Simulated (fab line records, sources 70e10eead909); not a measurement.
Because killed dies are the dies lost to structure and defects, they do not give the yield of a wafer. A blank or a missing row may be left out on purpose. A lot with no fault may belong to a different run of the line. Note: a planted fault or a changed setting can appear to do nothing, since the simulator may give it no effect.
Which tool did it?    flow nand_harc    14 lots with 42 wafers sampled at 3 steps, on a route of 1302 steps

== WHAT THE GAUGES SHOWED, per wafer ==
NHARC_P_STI_OCD_MEAS_17. Usual: trench_depth_nm 300 nm, standard deviation 5.4; trench_foot_cd_nm 156.8 nm, standard deviation 1.9.
lot   measured      on      trench_depth_nm (nm)  trench_foot_cd_nm (nm)  flag
L845  day 3 00:40   ocd-02  294 301 292           164.4 158.8 159.9       
L846  day 3 10:00   ocd-02  302 297 298           156.8 157.7 157.7       
L847  day 3 17:17   ocd-01  293 297 294           156.4 156.3 156.3       
L849  day 4 12:28   ocd-01  295 297 295           158.0 155.6 157.6       
L852  day 5 19:16   ocd-02  301 308 294           157.3 155.7 157.8       
L854  day 6 16:17   ocd-02  297 297 298           156.8 154.4 157.1       
L855  day 7 01:07   ocd-02  295 301 307           157.2 159.4 156.1       
L857  day 7 21:08   ocd-01  311 303 294           155.9 156.4 159.1       
L858  day 8 07:20   ocd-02  305 303 300           157.8 158.8 157.9       
L859  day 8 15:32   ocd-01  294 299 298           159.5 158.1 156.2       
L861  day 9 10:41   ocd-02  308 304 295           155.0 154.6 155.7       
L862  day 9 23:22   ocd-01  293 296 296           156.3 154.4 155.2       
L867  day 11 23:42  ocd-02  301 293 294           155.0 156.6 156.8       
L868  day 12 09:29  ocd-01  304 307 307           154.9 153.0 152.7       

NHARC_P_GATE_CD_MEAS_26: the cd target is 120 nm. Usual: cd_nm reads 120.0 nm (standard deviation 0.55).
lot   measured      on         cd_nm (nm)         flag
L845  day 5 07:47   cd_sem-03  119.9 120.8 120.5  
L846  day 5 14:31   cd_sem-02  119.8 120.9 119.5  
L847  day 5 14:22   cd_sem-01  119.6 119.1 120.0  
L849  day 6 18:03   cd_sem-02  120.6 119.5 120.2  
L852  day 7 20:59   cd_sem-01  119.6 119.1 120.5  
L854  day 8 20:37   cd_sem-03  119.9 120.6 120.7  
L855  day 9 09:17   cd_sem-02  119.9 119.0 120.2  
L857  day 9 21:00   cd_sem-03  120.6 120.0 119.9  
L858  day 10 06:56  cd_sem-03  120.4 120.8 120.1  
L859  day 11 08:37  cd_sem-03  120.5 119.6 120.0  
L861  day 11 16:26  cd_sem-03  138.7 138.6 138.7  OFF
L862  day 12 02:15  cd_sem-03  139.5 139.3 138.8  OFF
L867  day 14 04:05  cd_sem-02  120.8 119.9 120.9  
L868  day 14 12:34  cd_sem-03  120.0 120.3 119.9  

== EACH LOT AND THE TOOL THAT RAN IT (in order: tool; ch and the chambers of the sampled wafers; start) ==
lot   NHARC_P_GATE_EXPOSE_23
L845  arfi_scanner-02 ch 0, day 5 07:40
L846  arfi_scanner-02 ch 0, day 5 14:23
L847  arfi_scanner-03 ch 0, day 5 14:14
L849  arfi_scanner-01 ch 0, day 6 17:55
L852  arfi_scanner-01 ch 0, day 7 20:50
L854  arfi_scanner-03 ch 0, day 8 20:29
L855  arfi_scanner-02 ch 0, day 9 09:08
L857  arfi_scanner-01 ch 0, day 9 20:52
L858  arfi_scanner-03 ch 0, day 10 06:48
L859  arfi_scanner-02 ch 0, day 11 08:28
L861  arfi_scanner-02 ch 0, day 11 16:17
L862  arfi_scanner-02 ch 0, day 12 02:07
L867  arfi_scanner-01 ch 0, day 14 03:58
L868  arfi_scanner-01 ch 0, day 14 12:26
- NHARC_P_GATE_EXPOSE_23: exposes mask P GATE, target cd 120 nm.

== AS READ BY THE TOOLS THEMSELVES (means over the sampled wafers that have a number; for cases with no such wafer, the mark the record gives instead) ==
NHARC_P_GATE_EXPOSE_23. Usual: exposure_dose_mJ_cm2 reads 93.88 (standard deviation 0.084).
lot   tool             exposure_dose_mJ_cm2  flag
L845  arfi_scanner-02  93.92                 
L846  arfi_scanner-02  93.88                 
L847  arfi_scanner-03  93.93                 
L849  arfi_scanner-01  93.93                 
L852  arfi_scanner-01  93.96                 
L854  arfi_scanner-03  93.79                 
L855  arfi_scanner-02  93.90                 
L857  arfi_scanner-01  93.88                 
L858  arfi_scanner-03  93.89                 
L859  arfi_scanner-02  93.90                 
L861  arfi_scanner-02  68.42                 OFF
L862  arfi_scanner-02  68.28                 OFF
L867  arfi_scanner-01  93.76                 
L868  arfi_scanner-01  93.96                 

== THE ANSWER, worked out from the rows above alone ==
Rule: lot off if the mean of its wafers having a number is beyond 3 standard deviations from the usual mean. Also off: a lot with no number at a reading for which 4 or more lots have one. All remaining lots with rows at the step are treated as sound. After the gauges, taken in route order, come the tools' own readings; for these a lot's mean is taken, as printed above. At the first step where some lot is off, the reading lying furthest off is the one used; lots without a number count as furthest.
Off, at NHARC_P_GATE_CD_MEAS_26 on cd_nm: L861, L862.
If a tool, at a process step before that reading, ran all the lots that are off and no sound lot after the first of them, it fits. The gauges at NHARC_P_GATE_CD_MEAS_26 aren't tried: what is off there is off at NHARC_P_GATE_EXPOSE_23 too, on other tools, and a gauge's error can't cause that. One candidate fits, namely arfi_scanner-02 at NHARC_P_GATE_EXPOSE_23. A fault onset in the window from L859 (day 11 08:28, its last sound lot) to L861 (day 11 16:17, its first lot off) fits.
On the lots that are off, the tool's own readings at NHARC_P_GATE_EXPOSE_23 differ by more than 5 times the standard deviation of the sound lots' means, which bears it out; exposure_dose_mJ_cm2 reads 68.35 there versus 93.89 on the sound lots.

== WHAT THE SIMULATOR PUT IN ==
Process parameter drift: arfi_scanner-02, from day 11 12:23 on, at NHARC_P_GATE_EXPOSE_23. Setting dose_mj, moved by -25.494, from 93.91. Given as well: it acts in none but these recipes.
Lots struck among those shown: L861, L862. This agrees with what the rule above found.
